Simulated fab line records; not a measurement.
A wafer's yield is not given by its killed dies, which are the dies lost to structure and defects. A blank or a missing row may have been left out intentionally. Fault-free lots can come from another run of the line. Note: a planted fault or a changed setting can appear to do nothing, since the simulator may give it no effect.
The tool behind it: which one? | flow n5-finfet | Sampling: 24 lots, 72 wafers, 2 of 1938 route steps

## WHAT THE GAUGES READ, wafer by wafer
N5_BEOL_M3_CD_MEAS_11 targets a cd of 17.05 nm.
lot  | measured     | on        | cd-nm (nm)
L074 | day 7 01:58  | cd-sem-03 | 16.98 16.81 17.07
L075 | day 7 07:53  | cd-sem-03 | 17.36 17.50 17.05
L076 | day 7 09:14  | cd-sem-03 | 17.13 17.09 17.23
L077 | day 7 11:57  | cd-sem-01 | 16.94 17.01 17.16
L078 | day 8 07:10  | cd-sem-02 | 16.83 17.14 17.07
L079 | day 8 11:28  | cd-sem-01 | 17.00 17.13 17.24
L080 | day 8 23:45  | cd-sem-01 | 16.47 16.93 17.35
L081 | day 9 04:23  | cd-sem-03 | 16.96 16.75 16.51
L082 | day 9 04:51  | cd-sem-02 | 17.44 17.24 17.14
L083 | day 9 11:34  | cd-sem-02 | 17.39 17.04 17.25
L084 | day 9 12:19  | cd-sem-03 | 17.00 16.87 17.03
L085 | day 9 16:55  | cd-sem-02 | 17.31 16.84 16.80
L086 | day 10 07:32 | cd-sem-01 | 16.96 17.14 16.93
L087 | day 10 17:51 | cd-sem-02 | 16.83 16.84 17.40
L089 | day 11 00:14 | cd-sem-02 | 16.68 16.75 16.92
L088 | day 11 03:48 | cd-sem-03 | 17.33 16.97 16.93
L090 | day 11 09:01 | cd-sem-01 | 17.26 17.17 17.08
L091 | day 11 13:09 | cd-sem-03 | 16.86 16.56 17.18
L092 | day 11 17:37 | cd-sem-01 | 16.90 16.54 16.95
L095 | day 12 12:00 | cd-sem-01 | 17.17 17.22 17.28
L094 | day 12 12:29 | cd-sem-03 | 17.36 17.27 17.33
L093 | day 12 18:53 | cd-sem-03 | 17.00 16.94 17.12
L096 | day 13 06:43 | cd-sem-01 | 16.70 16.89 17.10
L097 | day 13 14:49 | cd-sem-03 | 17.24 17.16 16.90

## TOOL THAT RAN EACH LOT (tool first, then ch and the chambers of the sampled wafers, then the start)
lot  | N5_BEOL_M3_PECVD_72
L074 | pecvd-02 ch 0,1,2, day 7 00:46
L075 | pecvd-04 ch 0,2, day 7 06:28
L076 | pecvd-01 ch 0,2, day 7 08:32
L077 | pecvd-02 ch 1,2, day 7 10:10
L078 | pecvd-02 ch 1,2, day 8 04:47
L079 | pecvd-04 ch 1,2, day 8 09:09
L080 | pecvd-02 ch 0,2, day 8 22:44
L081 | pecvd-04 ch 1,2, day 9 00:38
L082 | pecvd-02 ch 0,1, day 9 03:22
L083 | pecvd-01 ch 0,1, day 9 10:37
L084 | pecvd-04 ch 0,1, day 9 11:42
L085 | pecvd-01 ch 0,1, day 9 15:55
L086 | pecvd-04 ch 0,1, day 10 04:41
L087 | pecvd-01 ch 1,2, day 10 16:42
L089 | pecvd-01 ch 0,1,2, day 10 23:43
L088 | pecvd-02 ch 0,2, day 11 03:05
L090 | pecvd-04 ch 1,2, day 11 07:50
L091 | pecvd-04 ch 0,1, day 11 12:28
L092 | pecvd-02 ch 0,1,2, day 11 15:19
L095 | pecvd-01 ch 1,2, day 12 09:04
L094 | pecvd-01 ch 1,2, day 12 10:49
L093 | pecvd-04 ch 0,2, day 12 17:42
L096 | pecvd-01 ch 1,2, day 13 03:49
L097 | pecvd-04 ch 0,2, day 13 13:54
- N5_BEOL_M3_PECVD_72: deposits SiO2 from TEOS/O2, target thk 16 nm, time 18 s.

## AS READ BY THE TOOLS THEMSELVES (means over the sampled wafers that have a number; for cases with no such wafer, the mark the record gives instead)
N5_BEOL_M3_PECVD_72.
lot  | tool     | heater-power-w (W) | showerhead-plenum-p-Torr (Torr) | susceptor-temp-C (C) | throttle-valve-pct (%)
L074 | pecvd-02 | 742                | 8.83                            | 400.07               | 23.4
L075 | pecvd-04 | 736                | 8.71                            | 399.90               | 22.8
L076 | pecvd-01 | 717                | 8.84                            | 400.14               | 22.6
L077 | pecvd-02 | 784                | 8.85                            | 400.18               | 22.7
L078 | pecvd-02 | 708                | 8.85                            | 400.01               | 22.5
L079 | pecvd-04 | 749                | 8.71                            | 400.04               | 21.3
L080 | pecvd-02 | 677                | 8.80                            | 399.89               | 23.5
L081 | pecvd-04 | 683                | 8.73                            | 399.93               | 22.1
L082 | pecvd-02 | 754                | 8.78                            | 400.05               | 23.9
L083 | pecvd-01 | 732                | 8.83                            | 399.95               | 22.8
L084 | pecvd-04 | 708                | 8.78                            | 399.94               | 24.4
L085 | pecvd-01 | 831                | 8.83                            | 399.92               | 22.7
L086 | pecvd-04 | 732                | 8.78                            | 400.04               | 26.0
L087 | pecvd-01 | 742                | 8.77                            | 400.34               | 19.5
L089 | pecvd-01 | 787                | 8.80                            | 399.94               | 21.4
L088 | pecvd-02 | 681                | 8.79                            | 400.00               | 23.3
L090 | pecvd-04 | 762                | 8.75                            | 400.22               | 22.0
L091 | pecvd-04 | 662                | 8.78                            | 400.03               | 24.5
L092 | pecvd-02 | 747                | 8.81                            | 400.00               | 23.3
L095 | pecvd-01 | 666                | 8.78                            | 400.12               | 19.9
L094 | pecvd-01 | 713                | 8.78                            | 400.23               | 19.7
L093 | pecvd-04 | 744                | 8.74                            | 399.76               | 25.5
L096 | pecvd-01 | 740                | 8.78                            | 400.24               | 19.8
L097 | pecvd-04 | 770                | 8.74                            | 399.99               | 25.8

## THE ANSWER, worked out from the rows above alone
Rule: what is usual is taken from the lots themselves. The widest of any qualifying gaps counts: lots, ordered by their means at a reading, are off when they make up no more than a third of the lots, leave a main group of 4 or more, and stand apart from it by 3 or more times the standard deviation of that group's means. The tables above print the reading to a certain number of digits; a main group whose means all agree to those digits is not used. A lot without any number at a reading at which 4 lots or more have one is off too. The other lots that the step has rows for count as sound. Order of review: gauges by route order, followed by the tools' own readings, for which a lot's mean as printed above is used. At the first step where some lot is off, the reading lying furthest off is the one used; lots without a number count as furthest.
No lot is off on any of the readings shown, so nothing can be concluded from this.

## WHAT THE SIMULATOR HAD INSERTED
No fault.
